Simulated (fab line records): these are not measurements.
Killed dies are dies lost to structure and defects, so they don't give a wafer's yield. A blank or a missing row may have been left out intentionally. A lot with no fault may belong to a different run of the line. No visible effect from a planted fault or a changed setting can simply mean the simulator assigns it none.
fab line records	flow nand-harc
[record] lots = 7	wafers = 19	last-day = 34
route steps=1302 shown P_CONTACT@218
lots that met no fault: taken from a fault-free run of the same line
start-h: start of the lot's first displayed wafer, in hours after the record's first day	wait-h: hours elapsed since this lot's preceding step	" as in the row above	L1.1+2: several wafers, shown together as one row	- either no value or no given start	* or withheld: withheld	< > ~ a bound
route shown NAME@n: NAME is a module with steps in the file, n the number in the route of the first one	usual: the fault-free wafers' mean and standard deviation	same: alike in all rows	chamber/n: place in a boat	sites: readings site by site	_std_site: their standard deviation	_edge_site: mean of outer sites minus mean of inner sites	radius-mm: for every site, how far away it sits from the centre of the wafer	mask NAME#n: copy n	behind: the most recent tool/chamber to have shaped the wafer	hold: what put the lot on hold/how long, in hours/how the hold closed	device: transistor that didn't switch, given as n, p or np	end of line: tests run on the same wafers once the route is complete	a step without rows: its recipe alone	killed: count of dies lost to structure and defects at first sort (not the wafer's yield)	map: a wafer's dies, x killed, . not, _ none there
set.NAME: the setting that was run; set.NAME@STEP: the one run at that earlier step	model.NAME: the simulator's own value behind a step, which no gauge read
lots seen at some steps along the route; tables by step, rows by wafer
services: the hour from which a tool's chamber was out of use, counted from the record's first day as start-h (under 0 if before that day), plus the number of hours and why
[[steps]]
[step NHARC_P_CONTACT_DEP_00]
[recipe] target-thk-a = 5000	temp-c = 400	pressure-torr = 6.5	rf-w = 900	teos-flow-sccm = 161.4	flow-sccm = 2650	target-thk-nm = 500	gas = O2	material = SiO2
[usual] heater-power-w = 590/85	throttle-valve-pct = 15.7/0.49
lot.wafer	tool	chamber	start-h	wait-h	heater-power-w	since-wet-clean-h	throttle-valve-pct
L948.5	pecvd-03	0	-	-	698	-	16.0
L948.4	"	1	"	"	765	-	15.1
L948.6	"	2	"	"	432	-	15.4
L954.2	pecvd-04	2	-	-	555	77	15.5
L954.3	"	1	"	"	555	77	15.8
L954.6	"	2	"	"	588	-	15.7
L959.3	pecvd-04	0	-	-	554	124	15.5
L959.5	"	2	"	"	471	-	15.7
L961.5	pecvd-03	1	-	-	750	-	14.8
L961.4	"	2	"	"	462	-	15.0
L961.6	"	0	"	"	708	-	15.4
L962.3	pecvd-04	2	-	-	599	162	15.7
L962.4	"	1	"	"	599	-	16.0
L969.1	pecvd-03	1	-	-	694	122	14.7
L969.4	"	1	"	"	737	-	15.1
L969.5	"	2	"	"	414	-	15.5
L971.3	pecvd-04	0	-	-	577	72	15.7
L971.6	"	1	"	"	637	-	16.5
L971.5	"	0	"	"	630	-	15.8
[step NHARC_P_CONTACT_CMP_01]
[recipe] target-thk-nm = 200	material = SiO2
[usual] motor-current-A = 12.5/1.2	pad-life-wafers = 196/130
lot.wafer	tool	chamber	start-h	wait-h	motor-current-A	pad-life-wafers
L948.4	cmp-04	3	116.17	-	13.1	3
L948.5	"	0	"	"	11.0	-
L948.6	"	1	"	"	12.4	-
L954.2	cmp-01	0	178.59	-	12.1	265
L954.3	"	2	"	"	10.9	267
L954.6	"	0	"	"	11.7	-
L959.3	cmp-04	2	225.24	-	12.5	37
L959.5	"	1	"	"	13.3	-
L961.4	cmp-01	2	242.12	-	11.3	217
L961.5	"	1	"	"	13.1	-
L961.6	"	2	"	"	11.1	-
L962.4	cmp-04	0	263.60	-	10.2	199
L962.3	"	1	"	"	12.8	200
L969.4	cmp-03	2	320.87	-	11.9	228
L969.1	"	3	"	"	12.2	229
L969.5	"	2	"	"	11.9	-
L971.3	cmp-03	0	354.63	-	13.2	360
L971.6	"	0	"	"	12.9	-
L971.5	"	1	"	"	14.5	-
[step NHARC_P_CONTACT_SRD_03]
[step NHARC_P_CONTACT_DEHYDRATE_04]
[recipe] temp-c = 150	time-s = 120
[step NHARC_P_CONTACT_HMDS_05]
[recipe] time-s = 30
[step NHARC_P_CONTACT_COAT_33]
[recipe] temp-c = 260	time-s = 75
[step NHARC_P_CONTACT_COAT_34]
[recipe] temp-c = 225	time-s = 65
[step NHARC_P_CONTACT_COAT_06]
[recipe] spin-rpm = 1500	resist-thk-nm = 90
[step NHARC_P_CONTACT_SOFTBAKE_07]
[recipe] temp-c = 105	time-s = 55
[step NHARC_P_CONTACT_EBR_08]
[step NHARC_P_CONTACT_EXPOSE_09]
[recipe] na = 1.35	target-cd-nm = 90	dose-mj = 81.26	mask-id = P_CA
[step NHARC_P_CONTACT_PEB_10]
[recipe] peb-temp-c = 100	peb-time-s = 65
[usual] heater-power-total-W = 156.7/0.4
lot.wafer	tool	chamber	start-h	wait-h	heater-power-total-W
L948.4	litho-track-06	0	116.85	0.0	156.6
L948.5	"	0	"	"	156.2
L948.6	"	0	"	"	157.1
L954.2	litho-track-04	0	179.19	0.1	156.0
L954.3	"	0	"	"	157.1
L954.6	"	0	"	"	156.0
L959.3	litho-track-06	0	225.96	0.0	161.3
L959.5	"	0	"	"	157.1
L961.4	litho-track-06	0	242.86	0.0	161.1
L961.5	"	0	"	"	156.5
L961.6	"	0	"	"	156.6
L962.3	litho-track-06	0	264.32	0.0	161.3
L962.4	"	0	"	"	161.9
L969.1	litho-track-04	0	321.49	0.1	156.9
L969.4	"	0	"	"	157.0
L969.5	"	0	"	"	156.5
L971.3	litho-track-04	0	355.28	0.0	157.2
L971.5	"	0	"	"	157.0
L971.6	"	0	"	"	156.9
[step NHARC_P_CONTACT_DEVELOP_11]
[recipe] develop-time-s = 35	dev-temp-c = 23
[step NHARC_P_CONTACT_CD_MEAS_12]
[recipe] target-cd-nm = 90	landing-energy-ev = 500
[usual] cd-nm = 90.1/0.52
lot.wafer	tool	chamber	start-h	wait-h	cd-nm
L948.4	cd-sem-03	0	116.93	-	89.8
L948.5	"	0	"	"	90.1
L948.6	"	0	"	"	90.3
L954.2	cd-sem-03	0	179.27	-	89.7
L954.3	"	0	"	"	90.2
L954.6	"	0	"	"	89.6
L959.3	cd-sem-03	0	226.04	-	89.0
L959.5	"	0	"	"	90.8
L961.4	cd-sem-03	0	242.94	-	87.7
L961.5	"	0	"	"	90.7
L961.6	"	0	"	"	90.1
L962.3	cd-sem-03	0	264.41	-	88.6
L962.4	"	0	"	"	88.6
L969.1	cd-sem-01	0	321.57	-	90.0
L969.4	"	0	"	"	89.7
L969.5	"	0	"	"	90.3
L971.3	cd-sem-03	0	355.36	-	90.7
L971.5	"	0	"	"	90.5
L971.6	"	0	"	"	90.5
[step NHARC_P_CONTACT_OVL_MEAS_13]
[usual] overlay-x-nm = -0.1/0.71	overlay-y-nm = -0.3/0.88
lot.wafer	tool	chamber	start-h	wait-h	overlay-x-nm	overlay-y-nm
L948.4	overlay-01	-	117.02	-	0.0	-0.5
L948.5	"	-	"	"	-0.4	-1.3
L948.6	"	-	"	"	-0.2	-1.4
L954.2	overlay-01	-	179.36	-	-0.3	1.0
L954.3	"	-	"	"	0.8	0.8
L954.6	"	-	"	"	-0.5	1.3
L959.3	overlay-01	-	226.14	-	1.4	0.4
L959.5	"	-	"	"	1.5	-0.2
L961.4	overlay-01	-	243.02	-	0.6	-1.2
L961.5	"	-	"	"	0.4	-1.6
L961.6	"	-	"	"	-0.2	-1.5
L962.3	overlay-01	-	264.49	-	0.7	-2.5
L962.4	"	-	"	"	1.0	-1.9
L969.1	overlay-02	-	321.66	-	0.2	0.2
L969.4	"	-	"	"	0.0	0.1
L969.5	"	-	"	"	-0.1	-0.1
L971.3	overlay-02	-	355.44	-	-1.2	0.0
L971.5	"	-	"	"	-1.6	-0.3
L971.6	"	-	"	"	-1.3	-0.7
[step NHARC_P_CONTACT_INSPECT_14]
[usual] raw-defect-count = 4.1/2.2
lot.wafer	tool	chamber	start-h	wait-h	raw-defect-count
L948.4	defect-inspect-02	-	117.05	0.0	2
L948.5	"	-	"	"	2
L948.6	"	-	"	"	3
L954.2	defect-inspect-02	-	179.39	0.0	5
L954.3	"	-	"	"	2
L954.6	"	-	"	"	5
L959.3	defect-inspect-02	-	226.17	0.0	6
L959.5	"	-	"	"	4
L961.4	defect-inspect-01	-	243.06	0.0	5
L961.5	"	-	"	"	10
L961.6	"	-	"	"	4
L962.3	defect-inspect-01	-	264.53	0.0	7
L962.4	"	-	"	"	4
L969.1	defect-inspect-01	-	321.69	0.0	5
L969.4	"	-	"	"	5
L969.5	"	-	"	"	4
L971.3	defect-inspect-01	-	355.48	0.0	4
L971.5	"	-	"	"	3
L971.6	"	-	"	"	4
[step NHARC_P_CONTACT_DESCUM_17]
[recipe] time-s = 3	o2-flow-sccm = 200	ar-flow-sccm = 0	bias-power-w = 0	chemistry = O2
[usual] drypump-motor-current-A = 5.8/0.46	mfc-ar-sccm = 0.004/0.0068	oes-product-au = 1.001/0.007	rf-vpp-V = 57.8/0.78	showerhead-plenum-p-Torr = 1.94/0.093	throttle-valve-pct = 11.312/0.0096
lot.wafer	tool	chamber	start-h	wait-h	drypump-motor-current-A	mfc-ar-sccm	oes-product-au	rf-hours-counter-h	rf-vpp-V	showerhead-plenum-p-Torr	throttle-valve-pct	model.P_CONTACT.cd-nm
L948.4	rie-diel-02	1	117.12	0.1	5.6	0.012	0.992	1.5	57.3	1.79	11.305	90.38
L948.6	"	0	"	"	4.8	0	0.995	-	58.0	1.78	11.323	91.11
L948.5	"	1	"	"	5.7	0.012	0.993	-	58.4	1.79	11.318	90.51
L954.2	rie-diel-06	3	179.45	0.1	6.0	0.002	1.004	2.0	57.1	1.92	11.313	89.71
L954.3	"	2	"	"	5.9	0	0.995	1.8	57.2	1.92	11.317	90.74
L954.6	"	3	"	"	5.9	0.002	1.000	-	57.6	1.92	11.291	89.84
L959.3	rie-diel-12	2	226.23	0.1	5.8	0	0.990	3.0	57.9	1.95	11.302	88.48
L959.5	"	2	"	"	5.8	0	1.003	-	56.7	1.95	11.312	90.23
L961.4	rie-diel-02	1	243.13	0.1	5.7	0.012	1.003	0.2	56.4	1.79	11.291	87.49
L961.5	"	3	"	"	5.4	0	0.995	-	56.7	2.03	11.298	90.14
L961.6	"	0	"	"	4.8	0	0.986	-	56.9	1.78	11.315	89.53
L962.4	rie-diel-02	1	264.61	0.1	5.7	0.012	1.010	1.0	56.9	1.79	11.317	88.33
L962.3	"	2	"	"	4.8	0	1.011	1.1	57.7	2.07	11.319	88.44
L969.4	rie-diel-06	2	321.76	0.1	5.9	0	0.992	0.2	57.4	1.92	11.319	89.36
L969.1	"	3	"	"	6.0	0.002	0.993	0.2	57.9	1.92	11.311	89.08
L969.5	"	2	"	"	5.9	0	1.003	-	59.2	1.92	11.323	90.22
L971.3	rie-diel-12	1	355.58	0.1	6.5	0.005	0.996	2.8	58.0	2.00	11.334	90.54
L971.5	"	2	"	"	5.8	0	0.997	-	56.6	1.94	11.301	90.33
L971.6	"	3	"	"	5.5	0	0.996	-	56.7	1.81	11.316	90.38
[step NHARC_P_CONTACT_ETCH_35]
[recipe] target-depth-a = 390	over-etch-frac = 0.3	time-s = 65	ion-energy-ev = 80	cf4-flow-sccm = 150	ar-flow-sccm = 0	rf-w = 300	bias-w = 100	chemistry = CF4
[usual] drypump-motor-current-A = 5.8/0.45	mfc-ar-sccm = 0.004/0.007	oes-product-au = 1.000/0.0067	rf-vpp-V = 151.6/1.3	showerhead-plenum-p-Torr = 1.80/0.079	throttle-valve-pct = 13.284/0.0098
lot.wafer	tool	chamber	start-h	wait-h	drypump-motor-current-A	mfc-ar-sccm	oes-product-au	rf-hours-counter-h	rf-vpp-V	showerhead-plenum-p-Torr	throttle-valve-pct
L948.4	rie-diel-02	2	117.20	0.1	4.8	0	0.981	1.4	152.6	1.90	13.261
L948.5	"	2	"	"	4.8	0	0.992	-	153.5	1.90	13.279
L948.6	"	3	"	"	5.4	0	0.992	-	153.8	1.87	13.271
L954.3	rie-diel-06	1	179.55	0.1	5.9	0.026	0.993	2.4	152.8	1.84	13.292
L954.2	"	2	"	"	5.9	0	0.988	1.8	151.1	1.78	13.291
L954.6	"	3	"	"	5.9	0.002	1.000	-	151.8	1.77	13.287
L959.3	rie-diel-12	1	226.33	0.1	6.5	0.005	1.011	3.1	151.2	1.85	13.279
L959.5	"	0	"	"	6.1	0.006	0.995	-	152.5	1.89	13.287
L961.4	rie-diel-02	3	243.22	0.1	5.4	0	1.013	0.3	153.2	1.87	13.263
L961.5	"	0	"	"	4.8	0	0.993	-	150.9	1.66	13.295
L961.6	"	1	"	"	5.6	0.012	1.007	-	150.1	1.67	13.287
L962.3	rie-diel-02	3	264.67	0.1	5.4	0	1.003	1.0	151.9	1.87	13.295
L962.4	"	2	"	"	4.8	0	1.002	1.1	153.0	1.90	13.276
L969.4	rie-diel-06	2	321.84	0.1	5.9	0	0.983	0.2	152.8	1.77	13.263
L969.1	"	0	"	"	5.7	0	0.993	0.0	152.0	1.85	13.282
L969.5	"	3	"	"	5.9	0.002	1.001	-	150.4	1.77	13.299
L971.3	rie-diel-12	2	355.64	0.1	5.8	0	1.001	2.8	151.3	1.79	13.285
L971.5	"	2	"	"	5.8	0	1.005	-	152.8	1.80	13.283
L971.6	"	3	"	"	5.5	0	0.996	-	149.3	1.68	13.286
[step NHARC_P_CONTACT_ETCH_36]
[recipe] target-depth-a = 2600	over-etch-frac = 0.25	time-s = 406.25	ion-energy-ev = 200	n2-flow-sccm = 150	h2-flow-sccm = 150	ar-flow-sccm = 0	rf-w = 400	bias-w = 150	chemistry = N2/H2
[usual] drypump-motor-current-A = 5.8/0.46	mfc-ar-sccm = 0.004/0.0066	oes-product-au = 1.000/0.0079	rf-vpp-V = 431.6/2.9	showerhead-plenum-p-Torr = 2.08/0.1	throttle-valve-pct = 14.171/0.0082
lot.wafer	tool	chamber	start-h	wait-h	drypump-motor-current-A	mfc-ar-sccm	oes-product-au	rf-hours-counter-h	rf-vpp-V	showerhead-plenum-p-Torr	throttle-valve-pct
L948.4	rie-diel-02	2	-	-	4.8	0	0.979	1.5	435.4	2.21	14.169
L948.5	"	2	"	"	4.8	0	0.991	-	433.3	2.21	14.168
L948.6	"	3	"	"	5.4	0	0.980	-	434.6	2.17	14.170
L954.2	rie-diel-06	0	-	-	5.7	0	0.998	2.7	434.2	2.15	14.179
L954.3	"	1	"	"	6.0	0.026	1.001	2.4	432.6	2.13	14.182
L954.6	"	3	"	"	5.9	0.002	0.999	-	430.1	2.04	14.184
L959.3	rie-diel-12	1	-	-	6.5	0.005	1.001	3.2	433.1	2.14	14.172
L959.5	"	1	"	"	6.5	0.005	1.002	-	434.0	2.14	14.164
L961.4	rie-diel-02	1	-	-	5.7	0.012	0.993	0.3	426.2	1.91	14.167
L961.5	"	1	"	"	5.7	0.012	0.999	-	426.7	1.91	14.175
L961.6	"	2	"	"	4.8	0	1.004	-	432.8	2.21	14.168
L962.3	rie-diel-02	1	-	-	5.7	0.012	0.998	1.0	427.2	1.91	14.166
L962.4	"	2	"	"	4.8	0	1.008	1.1	434.5	2.21	14.184
L969.4	rie-diel-06	3	-	-	6.0	0.002	0.998	0.3	429.4	2.04	14.164
L969.1	"	0	"	"	5.7	0	1.000	0.1	433.9	2.14	14.172
L969.5	"	3	"	"	6.0	0.002	1.004	-	430.6	2.04	14.167
L971.3	rie-diel-12	2	-	-	5.8	0	1.008	2.8	430.2	2.07	14.178
L971.5	"	0	"	"	6.1	0.006	0.994	-	434.4	2.19	14.147
L971.6	"	1	"	"	6.5	0.005	0.998	-	433.8	2.14	14.176
[step NHARC_P_CONTACT_ETCH_18]
[recipe] target-depth-a = 4810	time-s = 240.5	c4f8-flow-sccm = 20	o2-flow-sccm = 10	ar-flow-sccm = withheld	rf-w = 600	bias-w = 1500	chemistry = C4F8/O2/Ar
[usual] oes-product-au = 0.958/0.019	rf-vpp-V = 981/6.4
lot.wafer	tool	chamber	start-h	wait-h	oes-product-au	rf-hours-counter-h	rf-vpp-V
L948.4	rie-diel-02	3	-	-	0.973	1.9	987
L948.6	"	1	"	"	0.953	-	970
L948.5	"	2	"	"	0.959	-	989
L954.3	rie-diel-06	0	-	-	0.957	2.8	984
L954.2	"	3	"	"	0.959	2.3	979
L954.6	"	0	"	"	0.959	-	984
L959.3	rie-diel-12	3	-	-	0.933	3.4	972
L959.5	"	3	"	"	0.928	-	969
L961.4	rie-diel-02	1	-	-	0.977	0.5	970
L961.5	"	2	"	"	0.984	-	989
L961.6	"	3	"	"	0.967	-	985
L962.3	rie-diel-02	0	-	-	0.944	1.0	969
L962.4	"	1	"	"	0.982	1.2	970
L969.4	rie-diel-06	2	-	-	0.966	0.5	979
L969.1	"	0	"	"	0.975	0.2	985
L969.5	"	3	"	"	0.978	-	979
L971.3	rie-diel-12	2	-	-	0.966	2.9	980
L971.5	"	3	"	"	0.945	-	971
L971.6	"	0	"	"	0.967	-	988
[step NHARC_P_CONTACT_STRIP_37]
[recipe] c4f8-flow-sccm = withheld	o2-flow-sccm = 8	ar-flow-sccm = withheld	bias-w = 0	chemistry = C4F8/O2/Ar
[step NHARC_P_CONTACT_ETCH_31]
[recipe] target-depth-a = 300	time-s = 85.7	ion-energy-ev = 120	over-etch-frac = 1	ch3f-flow-sccm = 50	o2-flow-sccm = 30	ar-flow-sccm = 200	rf-w = 500	bias-w = 100	chemistry = CH3F/O2
[usual] drypump-motor-current-A = 5.8/0.47	mfc-ar-sccm = 200.0/0.63	oes-product-au = 0.979/0.014	rf-vpp-V = 244.9/1.7	showerhead-plenum-p-Torr = 2.51/0.11	throttle-valve-pct = 20.663/0.0094
lot.wafer	tool	chamber	start-h	wait-h	drypump-motor-current-A	mfc-ar-sccm	oes-product-au	rf-hours-counter-h	rf-vpp-V	showerhead-plenum-p-Torr	throttle-valve-pct	model.P_CONTACT.cd-nm
L948.4	rie-diel-02	2	-	-	4.8	198.9	0.985	1.8	248.0	2.65	20.653	90.15
L948.5	"	1	"	"	5.7	199.5	0.981	-	242.8	2.31	20.676	89.4
L948.6	"	2	"	"	4.8	199.7	0.983	-	246.9	2.65	20.649	90.51
L954.3	rie-diel-06	0	-	-	5.7	200.7	0.984	2.9	245.1	2.58	20.653	91.3
L954.2	"	1	"	"	5.9	200.8	0.987	2.6	245.8	2.56	20.665	89.67
L954.6	"	2	"	"	5.9	199.7	0.999	-	244.1	2.47	20.660	90.91
L959.3	rie-diel-12	3	-	-	5.5	198.6	0.972	3.5	242.4	2.34	20.664	87.71
L959.5	"	0	"	"	6.1	199.9	0.961	-	246.8	2.63	20.670	90.13
L961.4	rie-diel-02	1	-	-	5.7	199.9	0.988	0.6	243.3	2.31	20.672	87.22
L961.5	"	2	"	"	4.8	200.9	0.982	-	246.2	2.65	20.653	89.85
L961.6	"	3	"	"	5.4	201.1	0.977	-	248.2	2.60	20.662	87.94
L962.4	rie-diel-02	0	-	-	4.8	199.6	0.967	1.0	242.0	2.30	20.665	88.61
L962.3	"	1	"	"	5.7	199.5	0.981	1.3	241.4	2.31	20.674	86.39
L969.1	rie-diel-06	2	-	-	5.9	200.2	0.973	0.6	244.2	2.47	20.640	90.5
L969.4	"	0	"	"	5.7	200.3	0.994	0.2	244.7	2.58	20.660	88.7
L969.5	"	2	"	"	5.9	201.0	0.968	-	243.4	2.47	20.668	90.18
L971.3	rie-diel-12	2	-	-	5.8	200.5	0.984	3.0	245.3	2.50	20.664	88.98
L971.6	"	1	"	"	6.6	200.4	0.988	-	247.0	2.57	20.654	89.95
L971.5	"	2	"	"	5.8	201.0	0.982	-	245.5	2.50	20.671	89.43
[step NHARC_P_CONTACT_CD_MEAS_19]
[usual] cd-nm = 89.9/1
lot.wafer	tool	chamber	start-h	wait-h	cd-nm
L948.4	cd-sem-03	-	118.00	-	90.3
L948.5	"	-	"	"	89.7
L948.6	"	-	"	"	90.2
L954.2	cd-sem-03	-	180.33	-	89.2
L954.3	"	-	"	"	91.0
L954.6	"	-	"	"	91.2
L959.3	cd-sem-03	-	227.11	-	87.7
L959.5	"	-	"	"	89.8
L961.4	cd-sem-02	-	244.00	-	87.2
L961.5	"	-	"	"	90.0
L961.6	"	-	"	"	88.3
L962.3	cd-sem-02	-	265.47	-	86.5
L962.4	"	-	"	"	88.7
L969.1	cd-sem-01	-	322.63	-	90.7
L969.4	"	-	"	"	88.5
L969.5	"	-	"	"	90.1
L971.3	cd-sem-02	-	356.44	-	88.8
L971.5	"	-	"	"	89.3
L971.6	"	-	"	"	89.5
[[services]]
tool	chamber	start-h	hours	kind
cmp-04	-	105.57	0.8	repair
cmp-04	-	111.09	4.0	pm
cmp-04	-	120.02	1.5	repair
rie-diel-06	-	130.23	9.0	pm
rie-diel-02	3	144.55	7.4	repair
cmp-04	-	144.89	0.9	repair
litho-track-06	-	179.00	7.0	pm
pecvd-03	-	185.00	13.0	pm
litho-track-04	-	203.00	7.0	pm
rie-diel-02	-	216.70	9.0	pm
rie-diel-12	2	230.73	21.8	repair
rie-diel-02	0	252.06	2.8	repair
rie-diel-12	0	253.77	5.0	repair
rie-diel-12	-	268.40	9.0	pm
pecvd-04	-	269.07	13.0	pm
rie-diel-02	-	278.05	1.6	repair
pecvd-03	-	299.35	1.8	repair
rie-diel-06	-	307.23	9.0	pm
rie-diel-12	-	308.74	0.1	repair
pecvd-04	1	312.43	6.7	repair
rie-diel-06	-	337.70	0.9	repair
rie-diel-06	2	343.02	4.8	repair
rie-diel-12	3	348.06	6.7	repair
litho-track-06	-	354.00	7.0	pm
[[key]]
[first-sign] step = NHARC_P_CONTACT_PEB_10	reading = heater-power-total-W	direction = up	sigmas = 12	usual = *	struck = *
[effect] step = NHARC_P_CONTACT_CD_MEAS_12	reading = cd-nm	direction = down	sigmas = 3	usual = 90.1	struck = 88.5
[effect] step = NHARC_P_CONTACT_CD_MEAS_19	reading = cd-nm	direction = down	sigmas = 2.3	usual = 89.9	struck = 87.5
[model-effect] step = NHARC_P_CONTACT_DESCUM_17	value = P_CONTACT.cd-nm	without = 90.38	struck = 88.19
[model-effect] step = NHARC_P_CONTACT_ETCH_31	value = P_CONTACT.cd-nm	without = 89.67	struck = 87.48
met-at NHARC_P_CONTACT_PEB_10
struck-wafers L959.3,L961.4,L962.3,L962.4
tester-left-out L959,L961,L962
onset-between 116.85 225.96
[fault] kind = process-parameter-drift	tool = litho-track-06	chamber = -	onset-h = 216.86	steps = NHARC_P_CONTACT_PEB_10	channel = peb-time-s	offset = *	shape = step	end-h = 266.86	scope = struck-wafers-only	acts-in = *	stated = *
// tester-left-out: of these lots the tester's yield and bins aren't shown, on N5 and GAA mostly nor the transistor test; their killed dies are dies lost to structure and defects alone, not to doping, threshold or leakage, so they don't give the yield
